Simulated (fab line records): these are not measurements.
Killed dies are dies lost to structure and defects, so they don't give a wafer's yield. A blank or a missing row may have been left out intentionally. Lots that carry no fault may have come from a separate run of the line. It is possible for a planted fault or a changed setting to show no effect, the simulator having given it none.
Matching of chambers    flow nand-harc    4 sister chambers for NHARC_A_BLC_STRIP_29 on rie-diel-11
The step strips in CF4. 4 wafers are shown with their chamber, then 12 later ones without.

== EACH WAFER AND ITS CHAMBER ==
wafer   chamber  drypump-motor-current-A (A)
L082.4  3        6.2
L087.1  1        6.5
L087.2  0        5.8
L087.3  2        5.9

== WAFERS WITHOUT THEIR CHAMBER ==
wafer   drypump-motor-current-A (A)
L086.1  6.5
L086.3  6.2
L086.4  5.9
L091.2  5.8
L091.3  6.2
L091.4  6.4
L093.1  6.4
L093.2  5.9
L093.5  6.2
L097.1  6.0
L097.3  6.2
L097.5  6.2

== WHICH CHAMBER EACH WENT THROUGH ==
wafer   from the rows above  in truth
L086.1  1                    1
L086.3  3                    3
L086.4  2                    2
L091.2  0                    0
L091.3  3                    3
L091.4  1                    1
L093.1  1                    1
L093.2  2                    2
L093.5  3                    3
L097.1  2                    2
L097.3  3                    3
L097.5  3                    3
Correctly placed: 12 of 12. Can't be placed from these rows: 0. Number placed wrongly: 0.
How it was worked out, from the rows above alone: a wafer's distance from a chamber is the root of the sum, over the readings, of the square of ((its reading less the chamber's mean) divided by the reading's scatter). The wafer belongs to the nearest chamber; if the next one is less than 2 further off, it can't be placed. For every chamber, the mean is computed from those of its wafers that are shown. The scatter: with one shown wafer a chamber, the root of the mean of the squares of how far each hidden wafer lies from its nearest shown one.
